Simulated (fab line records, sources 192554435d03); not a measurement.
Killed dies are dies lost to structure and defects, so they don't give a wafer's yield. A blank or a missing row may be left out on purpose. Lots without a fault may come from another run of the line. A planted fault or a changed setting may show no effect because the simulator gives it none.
Split-lot experiment | flow n5_finfet | 7 lots, 21 wafers read, on a route of 1938 steps

THE SPLIT
At N5_MOL_CONTACT_COAG_ETCH_105 (etches SiARC in CF4, target depth 15.6 nm, time 26 s), the setting bias_w was moved away from the recipe's 36 W on 9 of the 21 wafers read, by -14.2% to +14.4%. The other wafers ran this setting at the recipe's value.

The reading is taken at the split's own step.

THE READING
rf_vpp_V, in V, at N5_MOL_CONTACT_COAG_ETCH_105 (etches SiARC in CF4, target depth 15.6 nm, time 26 s). Fault-free wafers of this fab line usually give 184.3 V, standard deviation 1.2 V.

wafer  | tool, chamber at the split | bias_w as run, W | against the recipe | rf_vpp_V, V | against lot-mates on the recipe
L076.1 | rie_diel-05, 3             | 36               | recipe             | 185.0       | -
L076.2 | rie_diel-05, 0             | 36               | recipe             | 183.0       | -
L076.3 | rie_diel-05, 2             | 36               | recipe             | 182.8       | -
L078.4 | rie_diel-06, 3             | 36               | recipe             | 184.4       | -
L078.5 | rie_diel-06, 0             | 30.9             | -14.2%             | 169.4       | -15.0
L078.6 | rie_diel-06, 3             | 30.9             | -14.2%             | 169.0       | -15.4
L082.3 | rie_diel-02, 0             | 36               | recipe             | 182.2       | -
L082.5 | rie_diel-02, 3             | 36               | recipe             | 185.1       | -
L082.6 | rie_diel-02, 0             | 33.44            | -7.1%              | 175.0       | -8.6
L085.2 | rie_diel-06, 0             | 36               | recipe             | 185.7       | -
L085.3 | rie_diel-06, 2             | 41.17            | +14.4%             | 198.5       | +12.8
L085.4 | rie_diel-06, 1             | 41.17            | +14.4%             | 199.3       | +13.6
L086.2 | rie_diel-02, 1             | 32.88            | -8.7%              | 173.8       | no lot-mate on the recipe
L086.5 | rie_diel-02, 1             | 32.88            | -8.7%              | 174.5       | no lot-mate on the recipe
L086.6 | rie_diel-02, 2             | 32.88            | -8.7%              | 175.3       | no lot-mate on the recipe
L089.1 | rie_diel-02, 0             | 36               | recipe             | 183.6       | -
L089.2 | rie_diel-02, 3             | 36               | recipe             | 185.2       | -
L089.4 | rie_diel-02, 2             | 36               | recipe             | 184.3       | -
L091.1 | rie_diel-02, 2             | 36               | recipe             | 185.2       | -
L091.3 | rie_diel-02, 1             | 40.43            | +12.3%             | 199.9       | +15.8
L091.4 | rie_diel-02, 0             | 36               | recipe             | 183.1       | -

THE FIT
A straight line over all 21 wafers: rf_vpp_V changes by +1.09 V for each +1% of bias_w; r = +0.99; the points scatter about the line by 1.2 V.
The same after taking each lot's own level away (the mean of its wafers on the recipe; 18 wafers): +1.05 V for each +1%; r = +0.99; scatter 1.3 V.
On that fit, the largest move of bias_w shifts the reading by 15 V.
The lots' own levels span 183.60 to 185.70 V, that is 1.7 times the standard deviation above.
So the lot-to-lot level changes the slope little: the two slopes agree.
Check: with one of the wafers moved furthest among these (+14.4%) left out of the fit, the line predicts +15.6 V for it against its lot-mates. It came out at +12.8 V against them.
Tool readings at the split's step, against how far the setting was moved: rf_vpp_V r = +0.99.

THE FILE'S OWN FIT
rf_vpp_V changes by +1.09 V for each +1% of bias_w, r = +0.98.
